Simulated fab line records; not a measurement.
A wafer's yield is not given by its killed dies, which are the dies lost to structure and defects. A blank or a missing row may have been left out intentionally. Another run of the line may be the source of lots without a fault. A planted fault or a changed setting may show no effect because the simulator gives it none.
fab line records	flow n5-finfet
[record] lots = 5	wafers = 15	last-day = 16
route steps=1938 shown PASSIVATION@1926 END@1938
lots that met no fault: taken from a fault-free run of the same line
start-h: the number of hours between the record's first day and the start of the first shown wafer of the lot	wait-h: hours elapsed since this lot's preceding step	" identical to the entry in the row above	L1.1+2: one row covering several wafers at once	- either no value or no given start	* or withheld: withheld	< > ~ a bound
route shown NAME@n: names a module that has steps shown in the file, with the first one's number in the route	usual: mean/standard deviation of fault-free wafers	same: alike in all rows	chamber/n: place in a boat	sites: each site's reading	_std_site: how widely they spread, as a standard deviation	_edge_site: the outer-site mean with the inner-site mean subtracted	radius-mm: how far each site lies from the wafer's centre	mask NAME#n: copy n	behind: the tool/chamber that last shaped the wafer	hold: cause of the lot's hold/its duration in hours/its outcome	device: whichever transistor did not switch (one of n, p or np)	end of line: the route-end tests of the same wafers	a step with no rows: only its recipe	killed: the dies lost at the first sort to structure and to defects; this is not the yield of the wafer	map: a wafer's dies, marking killed ones x, the rest . and places with no die _
set.NAME: the setting as run; set.NAME@STEP: as run at that earlier step	model.NAME: the simulator's own value behind a step, which no gauge read
lots at selected steps of the route; one table per step, one row per wafer
services: a tool's chamber out of use, with start hour (start-h, from the record's first day; less than 0 if before it), hours out, and reason
[[steps]]
[step N5_PASSIVATION_OVL_MEAS_66]
[recipe] points-per-wafer = 44
[usual] PASS_OPEN_OVL = -5/6.1
[same] points-per-wafer = 44
lot.wafer	tool	chamber	start-h	wait-h	PASS_OPEN_OVL[nm]
L081.3	overlay-01	0	302.55	0.0	-4
L081.4	"	0	"	"	-2
L081.6	"	0	"	"	-5
L083.3	overlay-01	0	315.21	0.0	-3
L083.4	"	0	"	"	-2
L083.6	"	0	"	"	-2
L084.2	overlay-01	0	356.05	0.0	-1
L084.3	"	0	"	"	-4
L084.4	"	0	"	"	-14
L091.2	overlay-02	0	371.23	0.0	-8
L091.5	"	0	"	"	-10
L091.6	"	0	"	"	0
L093.4	overlay-01	0	385.84	0.0	-3
L093.5	"	0	"	"	-3
L093.6	"	0	"	"	-5
[step N5_PASSIVATION_INSPECT_67]
[recipe] mode = adi	inspect-instrument = macro
[usual] raw-defect-count = 2.2/1.4
lot.wafer	tool	chamber	start-h	wait-h	raw-defect-count
L081.3	defect-inspect-01	-	302.57	0.0	2
L081.4	"	-	"	"	3
L081.6	"	-	"	"	1
L083.3	defect-inspect-02	-	315.24	0.0	0
L083.4	"	-	"	"	2
L083.6	"	-	"	"	1
L084.2	defect-inspect-01	-	356.07	0.0	3
L084.3	"	-	"	"	4
L084.4	"	-	"	"	2
L091.2	defect-inspect-01	-	371.25	0.0	1
L091.5	"	-	"	"	4
L091.6	"	-	"	"	1
L093.4	defect-inspect-01	-	385.87	0.0	2
L093.5	"	-	"	"	0
L093.6	"	-	"	"	1
[step N5_PASSIVATION_DESCUM_46]
[recipe] chemistry = O2	time-s = 7.9	source-power-w = 50	bias-power-w = 20	pressure-mtorr = 20	rf-frequency-hz = 2.712e+07	temp-c = 40	o2-flow-sccm = 225
[usual] drypump-motor-current-A = 5.4/0.38	oes-product-au = 0.79/0.097	rf-vpp-V = 243.2/1.6	showerhead-plenum-p-Torr = 2.08/0.09	throttle-valve-pct = 20.32/0.16
lot.wafer	tool	chamber	start-h	wait-h	drypump-motor-current-A	oes-product-au	rf-hours-counter-h	rf-vpp-V	showerhead-plenum-p-Torr	throttle-valve-pct
L081.3	rie-diel-05	2	303.03	0.5	5.9	0.68	239	243.0	2.16	20.48
L081.4	"	1	"	"	5.6	0.71	232	242.2	1.96	20.43
L081.6	"	3	"	"	5.7	0.83	-	244.7	2.19	20.20
L083.3	rie-diel-04	2	315.27	0.0	4.8	0.82	88	240.6	2.04	20.43
L083.4	"	1	"	"	5.3	0.98	2	243.6	2.14	20.30
L083.6	"	2	"	"	4.8	0.82	-	242.4	2.04	20.42
L084.2	rie-diel-05	0	356.11	0.0	4.9	0.73	137	241.8	2.09	20.12
L084.3	"	1	"	"	5.5	0.70	250	240.4	1.95	20.47
L084.4	"	3	"	"	5.7	0.80	-	244.9	2.18	20.24
L091.2	rie-diel-04	1	371.40	0.1	5.3	0.91	27	242.6	2.13	20.33
L091.5	"	0	"	"	5.9	0.95	-	244.7	2.21	20.04
L091.6	"	1	"	"	5.3	0.90	-	243.4	2.13	20.35
L093.4	rie-diel-02	0	385.90	0.0	5.6	0.99	2	244.7	2.23	20.05
L093.5	"	2	"	"	5.9	0.93	-	245.1	2.13	20.28
L093.6	"	3	"	"	5.4	0.80	-	243.7	2.10	20.35
[step N5_PASSIVATION_PASS_ETCH_47]
[recipe] chemistry = CF4/O2	target = SiNx	target-depth-a = 7700	time-s = 385	ion-energy-ev = 100	pressure-mtorr = 40	source-w = 535	bias-w = 49	Ar_flow_sccm = 100	cf4-flow-sccm = 100	O2_flow_sccm = 10
[usual] O2_flow_sccm = 10.001/0.029	drypump-motor-current-A = 5.4/0.39	oes-product-au = 0.79/0.094	rf-vpp-V = 242/3.4	showerhead-plenum-p-Torr = 2.21/0.088	throttle-valve-pct = 15.85/0.19
lot.wafer	tool	chamber	start-h	wait-h	O2_flow_sccm	drypump-motor-current-A	oes-product-au	rf-hours-counter-h	rf-vpp-V	showerhead-plenum-p-Torr	throttle-valve-pct
L081.3	rie-diel-05	2	303.07	0.0	10.005	5.9	0.68	239	243	2.27	15.93
L081.4	"	1	"	"	10.046	5.6	0.71	232	246	2.10	16.11
L081.6	"	3	"	"	9.996	5.7	0.83	-	243	2.32	15.74
L083.3	rie-diel-04	2	315.31	0.0	10.038	4.8	0.82	88	245	2.14	15.82
L083.4	"	1	"	"	9.991	5.3	0.96	2	239	2.26	15.72
L083.6	"	2	"	"	9.948	4.8	0.81	-	244	2.14	15.82
L084.2	rie-diel-05	0	356.14	0.0	10.017	4.9	0.74	137	240	2.21	15.63
L084.3	"	1	"	"	10.004	5.5	0.69	250	245	2.10	16.14
L084.4	"	3	"	"	10.023	5.7	0.80	-	244	2.31	15.80
L091.2	rie-diel-04	1	371.43	0.0	10.005	5.3	0.89	27	238	2.25	15.78
L091.5	"	0	"	"	9.991	5.9	0.94	-	241	2.35	15.65
L091.6	"	1	"	"	10.038	5.3	0.89	-	238	2.25	15.77
L093.4	rie-diel-02	0	385.94	0.0	10.069	5.7	0.99	2	247	2.35	15.51
L093.5	"	2	"	"	9.994	5.9	0.93	-	234	2.25	15.70
L093.6	"	3	"	"	10.017	5.4	0.80	-	241	2.23	15.93
[step N5_PASSIVATION_ETCH_54]
[recipe] chemistry = CHF3/O2	target = SiO2	target-depth-a = 8800	CHF3_flow_sccm = 50	O2_flow_sccm = 5	Ar_flow_sccm = 200	time-s = 440	mask-material = PR	pressure-mtorr = 30	source-w = 650	bias-w = 170	ion-energy-ev = 200
[usual] O2_flow_sccm = 5.000/0.016	drypump-motor-current-A = 5.4/0.39	oes-product-au = 0.79/0.094	rf-vpp-V = 525/6.8	showerhead-plenum-p-Torr = 2.41/0.099	throttle-valve-pct = 18.75/0.2
lot.wafer	tool	chamber	start-h	wait-h	O2_flow_sccm	drypump-motor-current-A	oes-product-au	rf-hours-counter-h	rf-vpp-V	showerhead-plenum-p-Torr	throttle-valve-pct
L081.3	rie-diel-05	2	303.29	0.1	5.015	5.9	0.68	239	526	2.47	18.76
L081.4	"	1	"	"	5.007	5.5	0.70	232	530	2.30	19.02
L081.6	"	3	"	"	4.982	5.7	0.82	-	529	2.54	18.73
L083.3	rie-diel-04	2	315.53	0.1	5.003	4.8	0.82	88	532	2.34	18.74
L083.4	"	1	"	"	4.976	5.3	0.97	2	518	2.48	18.76
L083.6	"	2	"	"	4.985	4.8	0.81	-	531	2.34	18.75
L084.2	rie-diel-05	0	356.37	0.1	5.010	5.0	0.75	137	522	2.40	18.44
L084.3	"	1	"	"	5.015	5.5	0.69	251	530	2.29	19.07
L084.4	"	3	"	"	5.032	5.7	0.81	-	530	2.53	18.74
L091.2	rie-diel-04	1	371.66	0.1	5.017	5.3	0.88	27	519	2.47	18.79
L091.5	"	0	"	"	5.018	5.9	0.94	-	525	2.56	18.54
L091.6	"	1	"	"	5.020	5.3	0.90	-	518	2.47	18.79
L093.4	rie-diel-02	0	386.16	0.1	5.020	5.7	0.99	2	538	2.57	18.50
L093.5	"	2	"	"	5.011	5.9	0.92	-	510	2.46	18.68
L093.6	"	3	"	"	5.009	5.4	0.80	-	520	2.41	18.73
[step N5_PASSIVATION_STRIP_48]
[recipe] chemistry = O2	power-w = 600	temp-c = 60	pressure-mtorr = 30	rf-frequency-hz = 6e+07	bias-power-w = 0	overash-fraction = 0.5	o2-flow-sccm = 225
[usual] drypump-motor-current-A = 5.4/0.39	oes-product-au = 0.79/0.096	rf-vpp-V = 3.8/2.5	showerhead-plenum-p-Torr = 2.09/0.09	throttle-valve-pct = 16.59/0.17
lot.wafer	tool	chamber	start-h	wait-h	drypump-motor-current-A	oes-product-au	rf-hours-counter-h	rf-vpp-V	showerhead-plenum-p-Torr	throttle-valve-pct
L081.3	rie-diel-05	2	303.58	0.1	5.9	0.68	239	3.7	2.17	16.74
L081.4	"	1	"	"	5.6	0.73	232	0	1.96	16.69
L081.6	"	3	"	"	5.8	0.85	-	4.9	2.19	16.45
L083.3	rie-diel-04	2	315.82	0.1	4.8	0.79	88	3.3	2.04	16.65
L083.4	"	1	"	"	5.3	0.95	2	6.9	2.14	16.44
L083.6	"	2	"	"	4.8	0.82	-	2.4	2.04	16.76
L084.2	rie-diel-05	0	356.66	0.1	4.9	0.74	137	4.8	2.10	16.41
L084.3	"	1	"	"	5.5	0.71	251	8.4	1.96	16.73
L084.4	"	3	"	"	5.7	0.78	-	0.9	2.19	16.46
L091.2	rie-diel-04	1	371.95	0.1	5.3	0.88	28	2.0	2.13	16.53
L091.5	"	0	"	"	5.9	0.93	-	10.4	2.22	16.38
L091.6	"	1	"	"	5.3	0.92	-	6.1	2.13	16.52
L093.4	rie-diel-02	0	386.45	0.1	5.7	1.00	2	4.2	2.24	16.25
L093.5	"	2	"	"	5.9	0.90	-	1.6	2.13	16.49
L093.6	"	3	"	"	5.4	0.85	-	2.9	2.10	16.67
[step N5_PASSIVATION_STRIP_52]
[recipe] chemistry = post-etch-residue-remover	time-s = 1200	temp-c = 72.5
lot.wafer	tool	chamber	start-h	wait-h
L081.3+4+6	wet-bench-01	6,7,0	303.65	-
L083.3+4+6	wet-bench-05	1,2,0	315.89	-
L084.2+3+4	wet-bench-06	4,3,6	356.72	-
L091.2+5+6	wet-bench-01	2,4,7	372.02	-
L093.4+5+6	wet-bench-06	0,4,3	386.52	-
[step N5_PASSIVATION_CLEAN_71]
[recipe] chemistry = IPA	time-s = 180	temp-c = 25
lot.wafer	tool	chamber	start-h	wait-h
L081.3+4+6	wet-bench-01	6,7,0	303.98	0.0
L083.3+4+6	wet-bench-05	1,2,0	316.22	0.0
L084.2+3+4	wet-bench-06	4,3,6	357.06	0.0
L091.2+5+6	wet-bench-01	2,4,7	372.35	0.0
L093.4+5+6	wet-bench-06	0,4,3	386.85	0.0
[step N5_PASSIVATION_SRD_72]
[recipe] dry = ipa-marangoni	time-s = 30	temp-c = 23	rinse-liquid = diw
lot.wafer	tool	chamber	start-h	wait-h
L081.3+4+6	wet-bench-01	6,7,0	304.04	0.0
L083.3+4+6	wet-bench-05	1,2,0	316.28	0.0
L084.2+3+4	wet-bench-06	4,3,6	357.11	0.0
L091.2+5+6	wet-bench-01	2,4,7	372.40	0.0
L093.4+5+6	wet-bench-06	0,4,3	386.91	0.0
[step N5_PASSIVATION_ANNEAL_56]
[recipe] temp-c = 400	time-s = 1800	ambient = FGA	idle-temp-c = 300	ramp-up-c-per-min = 5	ramp-down-c-per-min = 3
[usual] spike-tc-lower-C = 399.8/1.2	tube-center-temp-C = 400/0.037
lot.wafer	tool	chamber	start-h	wait-h	spike-tc-lower-C	tube-center-temp-C
L081.3	furnace-02	0	304.08	0.0	401.4	399.99
L081.4	"	0	"	"	400.8	399.99
L081.6	"	0	"	"	400.5	400.05
L083.3	furnace-03	0	316.32	0.0	397.7	399.97
L083.4	"	0	"	"	399.5	400
L083.6	"	0	"	"	398.5	399.94
L084.2	furnace-01	0	357.15	0.0	401.6	399.98
L084.3	"	0	"	"	401.3	400.04
L084.4	"	0	"	"	399.6	399.99
L091.2	furnace-01	0	372.44	0.0	401.0	400
L091.5	"	0	"	"	400.5	400.02
L091.6	"	0	"	"	401.9	399.98
L093.4	furnace-01	0	386.95	0.0	401.7	400.03
L093.5	"	0	"	"	401.9	399.99
L093.6	"	0	"	"	400.4	399.98
[step N5_PASSIVATION_INSPECT_57]
[recipe] inspect-instrument = macro	mode = outgoing
[usual] raw-defect-count = 1.9/1.5
lot.wafer	tool	chamber	start-h	wait-h	raw-defect-count
L081.3	defect-inspect-01	-	306.44	0.0	0
L081.4	"	-	"	"	3
L081.6	"	-	"	"	2
L083.3	defect-inspect-02	-	318.67	0.0	0
L083.4	"	-	"	"	2
L083.6	"	-	"	"	4
L084.2	defect-inspect-01	-	359.50	0.0	3
L084.3	"	-	"	"	0
L084.4	"	-	"	"	2
L091.2	defect-inspect-01	-	374.79	0.0	1
L091.5	"	-	"	"	5
L091.6	"	-	"	"	1
L093.4	defect-inspect-01	-	389.33	0.0	1
L093.5	"	-	"	"	4
L093.6	"	-	"	"	2
[[services]]
tool	chamber	start-h	hours	kind
wet-bench-06	-	282.13	0.8	repair
rie-diel-05	2	282.21	3.3	repair
wet-bench-06	-	284.40	2.3	repair
wet-bench-01	-	285.59	1.9	pm
rie-diel-04	1	289.29	-	clean
rie-diel-04	1	289.29	-	consumable-replace:focus-ring
rie-diel-04	1	289.29	17.8	scheduled-down
rie-diel-04	1	289.29	17.8	vent-cycle
rie-diel-02	3	310.74	16.3	repair
rie-diel-04	0	330.12	3.0	repair
rie-diel-05	2	333.81	16.7	repair
rie-diel-04	0	341.05	-	clean
rie-diel-04	0	341.05	-	consumable-replace:focus-ring
rie-diel-04	0	341.05	-	consumable-replace:showerhead
rie-diel-04	0	341.05	16.7	scheduled-down
rie-diel-04	0	341.05	16.7	vent-cycle
rie-diel-04	3	346.95	4.0	repair
rie-diel-05	2	354.23	-	clean
rie-diel-05	2	354.23	-	consumable-replace:focus-ring
rie-diel-05	2	354.23	18.1	scheduled-down
rie-diel-05	2	354.23	18.1	vent-cycle
rie-diel-04	3	358.27	-	clean
rie-diel-04	3	358.27	-	consumable-replace:esc
rie-diel-05	-	364.22	2.8	pm
[[key]]
fault none
